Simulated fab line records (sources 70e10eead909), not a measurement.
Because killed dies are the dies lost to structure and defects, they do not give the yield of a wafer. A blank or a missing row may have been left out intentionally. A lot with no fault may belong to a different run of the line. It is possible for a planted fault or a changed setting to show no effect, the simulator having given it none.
fab line records	flow nandHarc
[record] lots = 13	wafers = 39	lastDay = 24
route steps=1159 shown P_BONDPAD@372 A_ONON_D1@428 END@1159
lots untouched by any fault: they come from a run of this same line in which no faults occurred
startH: hours from the record's opening day to when the first of the lot's shown wafers began	waitH: time in hours since the lot's previous step	" unchanged from the row above	L1.1+2: several wafers, shown together as one row	- no value, or no start was given	* or withheld: withheld	< > ~ a bound
route shown NAME@n: NAME is a module with steps in the file, n the number in the route of the first one	usual: mean/standard deviation of fault-free wafers	same: alike in all rows	chamber/n: place in a boat	sites: per-site readings	_std_site: their standard deviation	_edge_site: the outer-site mean with the inner-site mean subtracted	radiusMm: for every site, how far away it sits from the centre of the wafer	mask NAME#n: copy n	behind: the most recent tool/chamber to have shaped the wafer	hold: what put the lot on hold/how long, in hours/how the hold closed	device: the n, p or np transistor that did not switch	end of line: at the end of the route, the tests of the same wafers	a step given without rows: its recipe and nothing more	killed: count of dies lost to structure and defects at first sort (not the wafer's yield)	map: shows each die of a wafer: x if killed, . if not, _ if none is there
set.NAME: the setting as run; set.NAME@STEP: as run at that earlier step	model.NAME: the simulator's own value behind a step, which no gauge read
route steps across a sampled set of lots; one table per step, one row per wafer
services: the hour from which a tool's chamber was out of use, counted from the record's first day as startH (under 0 if before that day), plus the number of hours and why
[[steps]]
[step NHARC_P_BONDPAD_ETCH_24]
[recipe] targetDepthA = 300	overEtchFrac = 0.3	timeS = 72.99	ionEnergyEv = 150	cf4FlowSccm = 50	n2FlowSccm = 100	arFlowSccm = 150	rfW = 300	biasW = 100	chemistry = CF4/N2
[usual] chamberPressureMTorr = 30.00/0.036	drypumpMotorCurrentA = 5.7/0.38	mfcArSccm = 150.1/0.46	oesProductAu = 1.002/0.0089	rfFwdPowerW = 297.7/1.1	rfVppV = 313.5/2.4	showerheadPlenumPTorr = 2.59/0.13	throttleValvePct = 19.794/0.0088
lot.wafer	tool	chamber	startH	waitH	chamberPressureMTorr	drypumpMotorCurrentA	mfcArSccm	oesProductAu	rfFwdPowerW	rfHoursCounterH	rfVppV	showerheadPlenumPTorr	throttleValvePct
L475.3	rieDiel-11	2	-	-	30.02	5.9	149.4	0.989	296.4	45	312.0	2.53	19.791
L475.6	"	0	"	"	30.01	6.1	149.6	1.011	297.5	-	311.4	2.53	19.796
L475.5	"	1	"	"	30.01	5.6	150.6	1.010	296.7	-	311.3	2.49	19.801
L476.2	rieDiel-08	3	-	-	30.03	5.6	150.4	0.995	299.2	1	312.0	2.48	19.783
L476.4	"	0	"	"	30.04	6.4	150.2	0.999	298.5	1	316.4	2.74	19.789
L476.5	"	2	"	"	30.02	5.4	149.0	1.003	297.8	-	310.0	2.45	19.803
L478.1	rieDiel-08	2	-	-	30.02	5.5	150.2	1.001	296.7	3	311.0	2.45	19.788
L478.4	"	1	"	"	30.00	5.4	150.5	1.005	298.6	3	317.7	2.79	19.785
L478.6	"	3	"	"	30.04	5.6	149.9	0.998	297.6	-	310.9	2.48	19.786
L480.2	rieDiel-02	0	-	-	29.99	5.1	150.4	1.017	298.5	0	312.0	2.46	19.803
L480.1	"	1	"	"	29.99	6.0	149.8	1.005	296.1	0	314.1	2.61	19.801
L480.6	"	1	"	"	30.04	6.0	149.0	1.010	295.2	-	313.5	2.61	19.796
L479.4	rieDiel-02	3	-	-	29.99	5.6	149.8	1.011	297.8	0	313.7	2.67	19.804
L479.1	"	0	"	"	30.00	5.1	150.3	1.003	299.8	0	310.5	2.46	19.783
L479.6	"	3	"	"	29.98	5.7	149.9	1.021	296.7	-	313.2	2.67	19.773
L483.1	rieDiel-11	2	-	-	30.01	6.0	151.0	1.006	298.2	62	312.6	2.52	19.787
L483.5	"	3	"	"	30.00	5.4	149.9	0.990	295.5	-	314.9	2.74	19.799
L483.6	"	0	"	"	29.99	6.1	150.0	1.022	297.9	-	313.3	2.52	19.789
L484.1	rieDiel-08	0	-	-	30.00	6.4	149.8	0.990	299.0	6	316.8	2.73	19.795
L484.6	"	3	"	"	30.09	5.6	149.8	0.997	298.3	-	311.7	2.48	19.775
L484.5	"	0	"	"	30.01	6.5	149.6	0.997	297.7	-	315.3	2.73	19.799
L485.2	rieDiel-02	0	-	-	30.00	5.1	150.1	1.003	298.0	15	311.2	2.45	19.800
L485.4	"	1	"	"	29.95	6.0	149.9	0.997	295.9	14	315.0	2.61	19.792
L485.6	"	0	"	"	30.00	5.1	149.5	1.009	298.8	-	311.1	2.45	19.804
L487.3	rieDiel-08	0	-	-	30.01	6.5	150.6	0.990	297.9	7	317.2	2.73	19.801
L487.4	"	1	"	"	30.00	5.4	150.4	1.001	297.3	7	316.4	2.79	19.802
L487.5	"	0	"	"	30.00	6.4	149.9	0.997	295.6	-	316.2	2.73	19.787
L490.4	rieDiel-08	3	232.10	0.2	30.04	5.5	150.0	1.002	299.8	9	312.5	2.48	19.811
L490.2	"	0	"	"	29.97	6.5	149.5	0.993	299.5	9	316.3	2.73	19.805
L490.5	"	2	"	"	30.01	5.4	149.1	1.000	297.7	-	311.1	2.45	19.809
L491.4	rieDiel-08	3	-	-	30.00	5.6	150.3	1.008	297.4	9	311.9	2.48	19.812
L491.3	"	1	"	"	30.03	5.4	150.0	1.001	297.0	10	316.9	2.78	19.793
L491.5	"	3	"	"	29.98	5.6	150.5	1.003	298.9	-	311.7	2.48	19.789
L494.3	rieDiel-08	3	-	-	29.98	5.6	150.0	1.003	299.5	11	312.6	2.48	19.799
L494.1	"	1	"	"	29.95	5.4	150.5	0.994	299.3	12	315.4	2.78	19.795
L494.2	"	2	"	"	29.99	5.4	149.6	1.000	296.2	12	310.5	2.45	19.771
L497.1	rieDiel-11	1	-	-	29.98	5.6	149.9	0.990	296.1	25	311.3	2.48	19.795
L497.6	"	0	"	"	30.01	6.1	150.4	1.010	297.7	-	311.1	2.51	19.794
L497.5	"	1	"	"	29.99	5.6	149.6	0.991	297.0	-	311.2	2.48	19.801
[step NHARC_P_BONDPAD_ANNEAL_28]
[recipe] tempC = 225	timeS = 90
[usual] wafer_temp_C_max = 226.36/0.3
lot.wafer	tool	chamber	startH	waitH	wafer_temp_C_max
L475.3	rtpAnneal-02	0	145.61	0.3	226.57
L475.5	"	0	"	"	226.36
L475.6	"	0	"	"	226.13
L476.2	rtpAnneal-01	0	145.69	0.4	226.63
L476.4	"	0	"	"	226.47
L476.5	"	0	"	"	226.49
L478.1	rtpAnneal-01	0	156.94	-	226.33
L478.4	"	0	"	"	225.86
L478.6	"	0	"	"	226.58
L480.1	rtpAnneal-01	0	162.08	0.3	226.41
L480.2	"	0	"	"	226.30
L480.6	"	0	"	"	226.67
L479.1	rtpAnneal-02	0	162.58	0.3	226.12
L479.4	"	0	"	"	226.09
L479.6	"	0	"	"	226.20
L483.1	rtpAnneal-01	0	183.42	-	226.42
L483.5	"	0	"	"	226.15
L483.6	"	0	"	"	226.34
L484.1	rtpAnneal-01	0	196.77	-	226.21
L484.5	"	0	"	"	226.27
L484.6	"	0	"	"	226.48
L485.2	rtpAnneal-02	0	198.31	-	226.21
L485.4	"	0	"	"	226.60
L485.6	"	0	"	"	226.14
L487.3	rtpAnneal-02	0	207.35	-	226.23
L487.4	"	0	"	"	226.25
L487.5	"	0	"	"	226.18
L490.2	rtpAnneal-02	0	233.29	-	226.06
L490.4	"	0	"	"	225.98
L490.5	"	0	"	"	226.68
L491.3	rtpAnneal-01	0	234.52	-	226.51
L491.4	"	0	"	"	226.23
L491.5	"	0	"	"	226.32
L494.1	rtpAnneal-02	0	244.26	0.3	226.46
L494.2	"	0	"	"	226.42
L494.3	"	0	"	"	225.60
L497.1	rtpAnneal-01	0	276.35	0.3	226.22
L497.5	"	0	"	"	226.64
L497.6	"	0	"	"	226.66
[step NHARC_A_ONON_D1_DEP_06]
[recipe] targetThkA = 10000	n2FlowSccm = 2750	n2oFlowSccm = 2000	nh3FlowSccm = 500	sih4FlowSccm = 210	tempC = 400
[usual] n2oFlowSccm = 1999/6.3
lot.wafer	tool	chamber	startH	waitH	n2oFlowSccm
L476.2	pecvdOnon-03	0	172.18	0.1	1998
L476.4	"	0	"	"	2007
L476.5	"	0	"	"	2002
L475.3	pecvdOnon-01	0	172.24	0.2	2001
L475.5	"	0	"	"	1997
L475.6	"	0	"	"	2005
L478.1	pecvdOnon-03	0	182.21	0.1	1995
L478.4	"	0	"	"	1992
L478.6	"	0	"	"	2003
L479.1	pecvdOnon-02	0	187.78	0.1	1990
L479.4	"	0	"	"	1991
L479.6	"	0	"	"	1997
L480.1	pecvdOnon-01	0	187.81	0.1	1990
L480.2	"	0	"	"	1995
L480.6	"	0	"	"	1991
L483.1	pecvdOnon-03	0	209.48	0.1	2000
L483.5	"	0	"	"	2002
L483.6	"	0	"	"	1996
L484.1	pecvdOnon-01	0	221.74	0.1	2004
L484.5	"	0	"	"	1995
L484.6	"	0	"	"	2000
L485.2	pecvdOnon-03	0	221.79	0.1	2001
L485.4	"	0	"	"	1996
L485.6	"	0	"	"	1998
L487.3	pecvdOnon-02	0	232.79	0.2	1993
L487.4	"	0	"	"	1996
L487.5	"	0	"	"	1998
L491.3	pecvdOnon-02	0	258.86	0.2	2002
L491.4	"	0	"	"	2008
L491.5	"	0	"	"	2010
L490.2	pecvdOnon-01	0	258.95	0.1	2004
L490.4	"	0	"	"	1991
L490.5	"	0	"	"	1996
L494.1	pecvdOnon-02	0	272.90	0.1	2012
L494.2	"	0	"	"	1999
L494.3	"	0	"	"	2000
L497.1	pecvdOnon-01	0	304.48	0.1	2001
L497.5	"	0	"	"	2001
L497.6	"	0	"	"	1995
[step NHARC_A_ONON_D1_THK_MEAS_08]
[recipe] thkMeasGauge = ellipsometry
[usual] thkNm = 999/11
lot.wafer	tool	chamber	startH	waitH	thkNm
L475.3	filmMetro-01	-	172.63	-	997
L475.5	"	-	"	"	999
L475.6	"	-	"	"	998
L476.2	filmMetro-02	-	172.63	-	1018
L476.4	"	-	"	"	1020
L476.5	"	-	"	"	1021
L478.1	filmMetro-01	-	182.72	-	1008
L478.4	"	-	"	"	1004
L478.6	"	-	"	"	1005
L479.1	filmMetro-02	-	188.28	-	981
L479.4	"	-	"	"	981
L479.6	"	-	"	"	981
L480.1	filmMetro-01	-	188.31	-	1004
L480.2	"	-	"	"	1004
L480.6	"	-	"	"	1005
L483.1	filmMetro-02	-	209.99	-	270
L483.5	"	-	"	"	270
L483.6	"	-	"	"	270
L485.2	filmMetro-02	-	222.27	-	293
L485.4	"	-	"	"	295
L485.6	"	-	"	"	294
L484.1	filmMetro-02	-	222.27	-	1011
L484.5	"	-	"	"	1011
L484.6	"	-	"	"	1011
L487.3	filmMetro-01	-	233.19	-	984
L487.4	"	-	"	"	985
L487.5	"	-	"	"	985
L491.3	filmMetro-02	-	259.26	-	995
L491.4	"	-	"	"	994
L491.5	"	-	"	"	994
L490.2	filmMetro-01	-	259.40	-	995
L490.4	"	-	"	"	994
L490.5	"	-	"	"	993
L494.1	filmMetro-02	-	273.42	-	1017
L494.2	"	-	"	"	1017
L494.3	"	-	"	"	1017
L497.1	filmMetro-02	-	304.99	-	1008
L497.5	"	-	"	"	1007
L497.6	"	-	"	"	1008
[step NHARC_END_SORT_01]
[recipe] tempC = 25
[usual] killedAtArray = 29/11	killedAtOther = 0.7/1.1	killedAtPeriphery = 3.1/2	killedDies = 33/11	killedOpen = 3.5/1.8	killedShort = 2.0/1.4
[same] grossDies = 677
lot.wafer	tool	chamber	startH	waitH	killedAtArray	killedAtOther	killedAtPeriphery	killedDies	killedOpen	killedShort
L483.1	prober-01	0	504.42	2.5	673	0	4	677	2	0
L483.5	prober-01	0	507.64	3.7	672	1	4	677	3	3
L483.6	prober-01	0	508.44	4.0	671	1	5	677	2	2
L485.2	prober-02	0	508.32	2.8	675	0	2	677	3	4
L485.4	prober-02	0	509.94	3.4	673	0	4	677	6	2
L485.6	prober-02	0	511.55	4.0	675	0	2	677	3	2
// killed by level:class
L483.1 A_ONON_D1:areaDep=639 A_SLIT:chamberFilmFlake=12 A_CHANNEL_HOLE_D1:chamberFilmFlake=9 A_ZERO_WELL:chamberFilmFlake=4 A_STAIRCASE:chamberFilmFlake=4 A_BONDPAD:chamberFilmFlake=3 P_ZERO_WELL:chamberFilmFlake=2 P_CONTACT:geometricParticle:open=1
L483.5 A_ONON_D1:areaDep=628 A_CHANNEL_HOLE_D1:chamberFilmFlake=19 A_SLIT:chamberFilmFlake=13 A_STAIRCASE:chamberFilmFlake=3 P_CONTACT:chamberFilmFlake=2 A_BONDPAD:chamberFilmFlake=2 P_M0:geometricParticle:open=1 A_CHANNEL_FILL_D1:geometricParticle:open=1
L485.2 A_ONON_D1:areaDep=642 A_CHANNEL_HOLE_D1:chamberFilmFlake=16 A_WL_FILL:chamberFilmFlake=4 A_BONDPAD:chamberFilmFlake=3 A_CHANNEL_FILL_D1:geometricParticle:short=2 A_CONTACT:geometricParticle:open=2 A_CONTACT:chamberFilmFlake=2 A_M0:chamberFilmFlake=2
L483.6 A_ONON_D1:areaDep=637 A_SLIT:chamberFilmFlake=14 A_CHANNEL_HOLE_D1:chamberFilmFlake=10 A_STAIRCASE:chamberFilmFlake=3 P_GATE:chamberFilmFlake=2 P_M2:geometricParticle:open=1 A_ONON_D1:geometricParticle:short=1 A_CONTACT:geometricParticle:short=1
L485.4 A_ONON_D1:areaDep=646 A_CHANNEL_HOLE_D1:chamberFilmFlake=13 A_STAIRCASE:chamberFilmFlake=3 A_CHANNEL_FILL_D1:geometricParticle:open=2 P_GATE:chamberFilmFlake=2 A_BONDPAD:chamberFilmFlake=2 P_M0:geometricParticle:open=1 A_CHANNEL_FILL_D1:geometricParticle:short=1
L485.6 A_ONON_D1:areaDep=644 A_CHANNEL_HOLE_D1:chamberFilmFlake=16 A_BONDPAD:chamberFilmFlake=4 A_WL_FILL:chamberFilmFlake=3 A_WL_FILL:geometricParticle:short=2 A_M0:geometricParticle:open=2 A_SOURCE_PLATE:geometricParticle:open=1 P_STI:chamberFilmFlake=1
[[services]]
tool	chamber	startH	hours	kind
pecvdOnon-01	-	123.21	1.6	repair
rieDiel-08	-	124.80	9.0	pm
rieDiel-08	0	124.80	9.0	ventCycle
rieDiel-08	1	124.80	9.0	ventCycle
rieDiel-08	2	124.80	9.0	ventCycle
rieDiel-08	3	124.80	9.0	ventCycle
rieDiel-02	0	129.22	26.0	repair
rieDiel-02	-	150.76	9.0	pm
pecvdOnon-03	-	153.33	13.0	pm
rieDiel-11	-	190.18	9.0	pm
pecvdOnon-01	-	195.00	13.0	pm
rieDiel-08	2	222.42	3.2	repair
rieDiel-08	3	226.48	5.6	repair
rieDiel-11	3	230.67	8.3	repair
pecvdOnon-01	-	231.01	8.7	repair
rieDiel-11	0	231.29	6.4	repair
pecvdOnon-01	-	241.36	5.8	repair
rieDiel-02	2	274.32	1.4	repair
rieDiel-11	3	278.25	3.4	repair
pecvdOnon-02	-	278.82	0.2	repair
pecvdOnon-02	-	292.36	13.0	pm
rtpAnneal-02	-	300.00	12.0	pm
rieDiel-08	-	301.80	9.0	pm
rieDiel-02	0	303.23	3.9	repair
[[key]]
[firstSign] step = NHARC_A_ONON_D1_THK_MEAS_08	reading = thkNm	direction = down	sigmas = 67	usual = 999	struck = 282
[effect] step = NHARC_END_SORT_01	reading = killedDies	direction = up	sigmas = 61	usual = 33	struck = 677
[moreKillsBornAt] NHARC_A_ONON_D1_DEP_06@pecvdOnon-03 = 3836
metAt NHARC_A_ONON_D1_DEP_06
struckLots L483,L485
laterRowsLeftOut L483.1,L483.5,L483.6,L485.2,L485.4,L485.6
testerLeftOut L483,L485
notActingAt NHARC_P_BONDPAD_ETCH_24,NHARC_P_BONDPAD_ANNEAL_28
onsetBetween 182.21 209.48
[earlierFault] kind = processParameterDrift	tool = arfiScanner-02	chamber = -	onsetH = 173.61	steps = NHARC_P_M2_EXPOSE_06	channel = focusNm	offset = 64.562	spreadByWafer = 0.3	shape = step
[fault] kind = processParameterDrift	tool = pecvdOnon-03	chamber = -	onsetH = 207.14	steps = NHARC_A_ONON_D1_DEP_06	channel = targetThkA	offset = *	shape = step	endH = 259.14	actsIn = *	stated = *
// testerLeftOut: of these lots the tester's yield and bins aren't shown, on N5 and GAA mostly nor the transistor test; their killed dies are dies lost to structure and defects alone, not to doping, threshold or leakage, so they don't give the yield
// laterRowsLeftOut: the simulator's readings of these wafers behind a module that went badly wrong aren't trusted and aren't shown, but for the sort
